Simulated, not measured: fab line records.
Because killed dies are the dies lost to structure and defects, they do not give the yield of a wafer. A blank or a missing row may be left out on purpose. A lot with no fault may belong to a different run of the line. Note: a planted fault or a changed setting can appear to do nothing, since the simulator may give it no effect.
Struck lot and sound lot, side by side / flow nand harc / 15 steps out of a route of 1159
Sound: these wafers, L349.1, L349.5, L349.6. Wafers struck: L341.2, L341.4, L341.5. The cause is named last.
At each step with rows: each side's tool, then ch and its chambers, then its first start. Under that, the readings that differ: sound wafers / struck wafers / difference of the means / sigmas: that difference in standard deviations of wafers without a fault.
alike: readings with means less than 2 such deviations apart, plus words and numbers identical on both sides. not compared: withheld readings, readings lacking a value on some wafer, bounds such as >300 that could conceal the same value, and numbers that have no deviation in the record and whose values overlap.
The two part at a step that has a row with sigmas, a row that says differs or no value, or rows on one side only. Numbers that have no deviation but don't overlap get no sigmas and don't part them. A reading missing from all wafers of one side parts the sides only when that side holds two or more wafers.

NHARC_P_M2_PRE_CLEAN_30: time 30 s.
  sound on pvd sputter-03; struck on pvd sputter-02
  alike: heater power w
then, 4 steps without rows for these wafers: NHARC_P_M2_PVD_20 (deposits TaN, target thk 5 nm, time 8.06 s); NHARC_P_M2_PVD_21 (deposits Cu, target thk 30 nm, time 20.49 s); NHARC_P_M2_ECD_22 (material Cu, target thk 400 nm); NHARC_P_M2_ANNEAL_31 (time 90 s).
NHARC_P_M2_CMP_23: polishes, t overpolish 20 s, target thk 144.3 nm.
  sound on cmp-03 ch 0,1, day 9 14:10; struck on cmp-04 ch 0,1,2, day 7 17:48
  alike: motor current A, time to endpoint s
NHARC_P_M2_THK_MEAS_24: measures by xrf.
  struck on film metro-01, day 7 18:05; sound on film metro-01, day 9 14:28
  alike: thk nm
next, for these wafers, 1 step has no rows: NHARC_P_M2_SRD_25.
NHARC_P_M2_INSPECT_27:
  struck on defect inspect-01, day 7 18:15; sound on defect inspect-01, day 9 14:37
  alike: raw defect count
NHARC_P_M2_PRE_CLEAN_32: time 12 s.
  sound on pecvd-01 ch 0,2, day 9 14:41; struck on pecvd-01 ch 0,2, day 7 18:20
  alike: heater power w
NHARC_P_M2_DEP_33: deposits SiCN, target thk 30 nm.
  sound on pecvd-01 ch 0,2, day 9 14:46; struck on pecvd-01 ch 0,2, day 7 18:29
  alike: chamber pressure Torr, heater power outer w, heater power w
NHARC_P_BONDPAD_DEP_00: deposits SiCN, target thk 250 nm.
  sound on pecvd-01 ch 0,1, day 9 15:10; struck on pecvd-04 ch 0,1, day 7 18:47
  no value came back on the struck wafers for chamber pressure Torr (Torr), heater power outer w (W), heater power w (W); on the sound wafers chamber pressure Torr (Torr) reads 2.985 2.994 3.000
NHARC_P_BONDPAD_CMP_32: polishes SiCN, target thk 200 nm.
  sound on cmp-02 ch 0,1,3, day 9 15:38; struck on cmp-02 ch 1,2,3, day 7 19:12
  alike: motor current A
next, for these wafers, 1 step has no rows: NHARC_P_BONDPAD_SRD_34.
-- record jumps: 14 days between struck wafers' starts before vs after; left off in module P_BONDPAD, resumes in module END, first step shown is number 1159 of the route --
NHARC_END_SORT_01:
  sound on prober-01 ch 0, day 23 18:10; struck on prober-01 ch 0, day 21 08:43
reading=defect limited yield (%); sound=96.2 97.2; struck=0 0 0; difference=-97; sigmas=-74
reading=killed at periphery; sound=5 6; struck=640 647 641; difference=+637; sigmas=+99 or more
reading=killed dies; sound=26 19; struck=677 677 677; difference=+654; sigmas=+74
reading=sort_bin_2_pct (%); sound=0.9 0.9; struck=95.9 96.9 95.4; difference=+95.2; sigmas=+99 or more
reading=sort_bin_3_pct (%); sound=0 0; struck=0.44 0.59 0.30; difference=+0.44; sigmas=+2
reading=sort n pass; sound=651 658; struck=0 0 0; difference=-654; sigmas=-74
reading=sort rim yield pct (%); sound=98 96; struck=0 0 0; difference=-97; sigmas=-31
reading=sort yield pct (%); sound=96.2 97.2; struck=0 0 0; difference=-97; sigmas=-74
  alike: killed at array, killed at other, killed open, killed short, sort_bin_4_pct

WHERE THEY PART
Last at NHARC_END_SORT_01 as far as this record goes, first at NHARC_P_BONDPAD_DEP_00.

WHY: whatever the simulator had introduced
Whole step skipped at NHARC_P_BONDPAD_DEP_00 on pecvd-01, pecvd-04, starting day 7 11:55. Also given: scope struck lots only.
